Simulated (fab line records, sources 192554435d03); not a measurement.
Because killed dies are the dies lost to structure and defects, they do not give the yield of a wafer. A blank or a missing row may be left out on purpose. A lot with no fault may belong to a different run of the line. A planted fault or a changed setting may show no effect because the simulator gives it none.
Matching of chambers || flow n5_finfet || pecvd-03 running N5_BEOL_M0_SAQP_PECVD_00: 3 sister chambers
The step deposits SiCN from 3MS/NH3, target thk 8 nm, time 14 s. 6 wafers are shown with their chamber, then 8 later ones without.

== WAFERS PAIRED WITH THEIR CHAMBERS ==
{"wafer": "L081.1", "chamber": 1, "showerhead_plenum_p_Torr (Torr)": 3.683, "throttle_valve_pct (%)": 9.6}
{"wafer": "L081.2", "chamber": 2, "showerhead_plenum_p_Torr (Torr)": 3.671, "throttle_valve_pct (%)": 8.5}
{"wafer": "L085.1", "chamber": 0, "showerhead_plenum_p_Torr (Torr)": 3.659, "throttle_valve_pct (%)": 9.3}
{"wafer": "L085.2", "chamber": 1, "showerhead_plenum_p_Torr (Torr)": 3.690, "throttle_valve_pct (%)": 9.6}
{"wafer": "L085.5", "chamber": 2, "showerhead_plenum_p_Torr (Torr)": 3.665, "throttle_valve_pct (%)": 8.4}
{"wafer": "L091.2", "chamber": 0, "showerhead_plenum_p_Torr (Torr)": 3.654, "throttle_valve_pct (%)": 9.1}

== WAFERS WHOSE CHAMBER IS MISSING ==
{"wafer": "L091.4", "showerhead_plenum_p_Torr (Torr)": 3.658, "throttle_valve_pct (%)": 9.1}
{"wafer": "L091.5", "showerhead_plenum_p_Torr (Torr)": 3.671, "throttle_valve_pct (%)": 8.5}
{"wafer": "L092.1", "showerhead_plenum_p_Torr (Torr)": 3.680, "throttle_valve_pct (%)": 9.5}
{"wafer": "L092.4", "showerhead_plenum_p_Torr (Torr)": 3.680, "throttle_valve_pct (%)": 9.6}
{"wafer": "L092.6", "showerhead_plenum_p_Torr (Torr)": 3.660, "throttle_valve_pct (%)": 8.5}
{"wafer": "L093.1", "showerhead_plenum_p_Torr (Torr)": 3.650, "throttle_valve_pct (%)": 9.7}
{"wafer": "L093.3", "showerhead_plenum_p_Torr (Torr)": 3.680, "throttle_valve_pct (%)": 8.3}
{"wafer": "L093.5", "showerhead_plenum_p_Torr (Torr)": 3.687, "throttle_valve_pct (%)": 9.4}

== CHAMBER TAKEN BY EACH ==
{"wafer": "L091.4", "from the rows above": 0, "in truth": 0}
{"wafer": "L091.5", "from the rows above": 2, "in truth": 2}
{"wafer": "L092.1", "from the rows above": 1, "in truth": 1}
{"wafer": "L092.4", "from the rows above": 1, "in truth": 1}
{"wafer": "L092.6", "from the rows above": 2, "in truth": 2}
{"wafer": "L093.1", "from the rows above": 0, "in truth": 0}
{"wafer": "L093.3", "from the rows above": 2, "in truth": 2}
{"wafer": "L093.5", "from the rows above": 1, "in truth": 1}
Placed correctly: 8 of 8. Can't be placed from these rows: 0. Number placed wrongly: 0.
How it was worked out, from the rows above alone: a wafer's distance from a chamber is the root of the sum, over the readings, of the square of ((its reading less the chamber's mean) divided by the reading's scatter). The wafer belongs to the nearest chamber; if the next one is less than 2 further off, it can't be placed. A chamber's mean is the mean of its shown wafers. The scatter is the square root of a quotient: the sum, over the shown wafers, of each reading's squared deviation from its chamber's mean, divided by wafers minus chambers.
